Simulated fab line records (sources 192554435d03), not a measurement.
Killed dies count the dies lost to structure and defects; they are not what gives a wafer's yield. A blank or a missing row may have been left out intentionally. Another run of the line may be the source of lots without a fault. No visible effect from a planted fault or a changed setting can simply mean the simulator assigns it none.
Which tool was responsible?	flow n5-finfet	22 lots, 66 wafers sampled, at 3 steps of a route of 1938

## WHAT THE GAUGES READ, wafer by wafer
N5_BEOL_M9_INSPECT_30: inspects for defects (brightfield). Usual: raw-defect-count reads 422 (standard deviation 110).
lot	measured	on	raw-defect-count	flag
L076	day 9 16:55	defect-inspect-02	325 286 394	
L074	day 10 03:47	defect-inspect-01	570 497 483	
L075	day 10 06:47	defect-inspect-01	356 544 452	
L077	day 11 00:31	defect-inspect-01	536 582 551	
L078	day 11 00:41	defect-inspect-01	748 649 563	
L081	day 11 05:59	defect-inspect-01	494 275 493	
L079	day 11 08:46	defect-inspect-01	426 312 413	
L080	day 11 09:50	defect-inspect-02	412 436 396	
L082	day 12 00:28	defect-inspect-02	277 347 322	
L084	day 12 09:57	defect-inspect-02	632 386 447	
L083	day 12 11:19	defect-inspect-02	418 508 421	
L085	day 12 12:22	defect-inspect-02	288 361 383	
L086	day 12 16:55	defect-inspect-02	543 452 328	
L087	day 13 00:13	defect-inspect-02	549 502 424	
L088	day 13 06:17	defect-inspect-02	372 368 401	
L090	day 13 09:36	defect-inspect-01	390 513 464	
L091	day 13 17:48	defect-inspect-02	419 388 327	
L093	day 14 14:48	defect-inspect-02	390 315 382	
L092	day 14 16:58	defect-inspect-02	485 477 500	
L094	day 15 00:07	defect-inspect-01	428 374 395	
L095	day 15 00:17	defect-inspect-01	450 363 472	
L097	day 15 05:57	defect-inspect-01	294 400 336	

N5_BEOL_M9_OCD_MEAS_38. Usual: trench-depth-nm reads 150 nm (standard deviation 4.1).
lot	measured	on	trench-depth-nm (nm)	flag
L076	day 9 17:41	ocd-02	145 150 145	
L074	day 10 04:18	ocd-02	153 153 147	
L075	day 10 07:17	ocd-01	155 156 154	
L077	day 11 01:01	ocd-02	146 153 147	
L078	day 11 01:23	ocd-02	146 148 146	
L081	day 11 06:29	ocd-01	145 149 145	
L079	day 11 09:15	ocd-02	148 154 146	
L080	day 11 10:22	ocd-01	152 146 145	
L082	day 12 00:57	ocd-01	155 151 147	
L084	day 12 10:27	ocd-01	150 146 145	
L083	day 12 11:49	ocd-02	150 145 145	
L085	day 12 13:03	ocd-02	152 148 147	
L086	day 12 17:24	ocd-01	145 149 158	
L087	day 13 00:42	ocd-01	154 151 154	
L088	day 13 06:53	ocd-01	149 146 146	
L090	day 13 10:14	ocd-02	151 151 154	
L091	day 13 18:17	ocd-02	161 145 154	
L093	day 14 15:17	ocd-02	161 158 144	
L092	day 14 17:27	ocd-01	147 145 145	
L094	day 15 00:36	ocd-02	150 146 148	
L095	day 15 01:02	ocd-02	148 147 149	
L097	day 15 06:26	ocd-01	154 151 152	

## EACH LOT AND THE TOOL THAT RAN IT (in order: tool; ch and the chambers of the sampled wafers; start)
lot	N5_BEOL_M9_STRIP_80
L076	rie-diel-03 ch 2,3, day 9 17:41 or earlier
L074	rie-diel-02 ch 2, day 10 04:18 or earlier
L075	rie-diel-01 ch 0,2, day 10 07:17 or earlier
L077	rie-diel-02 ch 1,2, day 11 01:01 or earlier
L078	rie-diel-03 ch 0,1, day 11 01:23 or earlier
L081	rie-diel-03 ch 0,1,3, day 11 06:29 or earlier
L079	rie-diel-03 ch 2,3, day 11 09:15 or earlier
L080	rie-diel-03 ch 0,2,3, day 11 10:22 or earlier
L082	rie-diel-02 ch 1,2,3, day 12 00:57 or earlier
L084	rie-diel-03 ch 0,2,3, day 12 10:27 or earlier
L083	rie-diel-02 ch 1,2, day 12 11:49 or earlier
L085	rie-diel-03 ch 1,2,3, day 12 13:03 or earlier
L086	rie-diel-02 ch 0,1,2, day 12 17:24 or earlier
L087	rie-diel-01 ch 2,3, day 13 00:42 or earlier
L088	rie-diel-03 ch 1,3, day 13 06:53 or earlier
L090	rie-diel-01 ch 0,3, day 13 10:14 or earlier
L091	rie-diel-02 ch 0,1,3, day 13 18:17 or earlier
L093	rie-diel-02 ch 0,1, day 14 15:17 or earlier
L092	rie-diel-03 ch 0,3, day 14 17:27 or earlier
L094	rie-diel-03 ch 1,2,3, day 15 00:36 or earlier
L095	rie-diel-03 ch 1,2,3, day 15 01:02 or earlier
L097	rie-diel-01 ch 0,1,2, day 15 06:26 or earlier
- N5_BEOL_M9_STRIP_80: strips in N2/H2, time 10 s.

## WHAT THE TOOLS THEMSELVES READ (means of the sampled wafers that have a number; where no wafer has one, the mark that the record gives instead)
N5_BEOL_M9_STRIP_80. Usual: chamber-pressure-mTorr 19.995 mTorr, standard deviation 0.02; drypump-motor-current-A 6.0 A, standard deviation 0.4; n2-flow-sccm 200.0 sccm, standard deviation 0.57; oes-product-au 0.77 a.u., standard deviation 0.087; rf-vpp-V 59.1 V, standard deviation 0.81; showerhead-plenum-p-Torr 2.56 Torr, standard deviation 0.084; temp-c 40.02 C, standard deviation 0.11; throttle-valve-pct 23.7 %, standard deviation 0.45.
lot	tool	chamber-pressure-mTorr (mTorr)	drypump-motor-current-A (A)	n2-flow-sccm (sccm)	oes-product-au (a.u.)	rf-vpp-V (V)	showerhead-plenum-p-Torr (Torr)	temp-c (C)	throttle-valve-pct (%)	flag
L076	rie-diel-03	19.975	6.6	199.7	0.82	59.6	2.63	40.10	23.4	
L074	rie-diel-02	20.006	6.0	199.6	0.74	58.9	2.64	40.01	24.1	
L075	rie-diel-01	19.982	5.2	200.6	0.76	60.4	2.61	39.94	23.9	
L077	rie-diel-02	19.976	5.8	200.4	0.71	59.6	2.48	40.05	24.1	
L078	rie-diel-03	19.994	6.0	199.9	0.73	59.2	2.58	39.91	23.4	
L081	rie-diel-03	19.999	6.1	200.3	0.77	58.8	2.60	39.87	23.5	
L079	rie-diel-03	19.987	6.6	200.1	0.82	58.5	2.62	39.98	23.4	
L080	rie-diel-03	19.994	6.4	199.8	0.77	58.4	2.60	40.06	23.3	
L082	rie-diel-02	20.012	5.8	200.0	0.70	58.8	2.51	39.99	24.2	
L084	rie-diel-03	20.011	6.4	199.5	0.77	59.3	2.60	40.07	23.3	
L083	rie-diel-02	19.984	5.8	200.6	0.70	59.3	2.48	40.09	24.1	
L085	rie-diel-03	20.007	6.2	200.6	0.76	58.3	2.56	39.96	23.6	
L086	rie-diel-02	19.999	5.9	199.9	0.78	58.1	2.55	40.17	23.9	
L087	rie-diel-01	20.012	5.7	200.2	0.87	59.8	2.54	39.97	24.1	
L088	rie-diel-03	20.007	6.3	199.8	0.80	59.4	2.61	40.07	23.6	
L090	rie-diel-01	20.009	5.5	199.7	0.79	59.0	2.58	39.94	23.4	
L091	rie-diel-02	19.984	5.8	199.8	0.75	59.4	2.50	40.02	24.0	
L093	rie-diel-02	20.004	5.9	199.5	0.81	58.7	2.53	39.98	23.7	
L092	rie-diel-03	20.006	6.3	200.8	0.75	58.6	2.63	40.11	23.3	
L094	rie-diel-03	20.003	6.2	200.5	0.74	59.4	2.55	40.07	23.6	
L095	rie-diel-03	20.006	6.2	199.8	0.74	58.9	2.55	40.00	23.6	
L097	rie-diel-01	20.010	5.4	200.1	0.78	59.7	2.55	40.01	23.9	

## THE ANSWER, worked out from the rows above alone
Rule: a lot is off if the mean of its wafers that have a number lies more than 3 standard deviations from the usual mean. A lot without any number at a reading at which 4 lots or more have one is off too. The other lots that the step has rows for count as sound. After the gauges, taken in route order, come the tools' own readings; for these a lot's mean is taken, as printed above. At the first step where some lot is off, the reading lying furthest off is the one used; lots without a number count as furthest.
No lot is off on any of the readings shown, so nothing can be concluded from this.

## WHAT THE SIMULATOR HAD PUT IN
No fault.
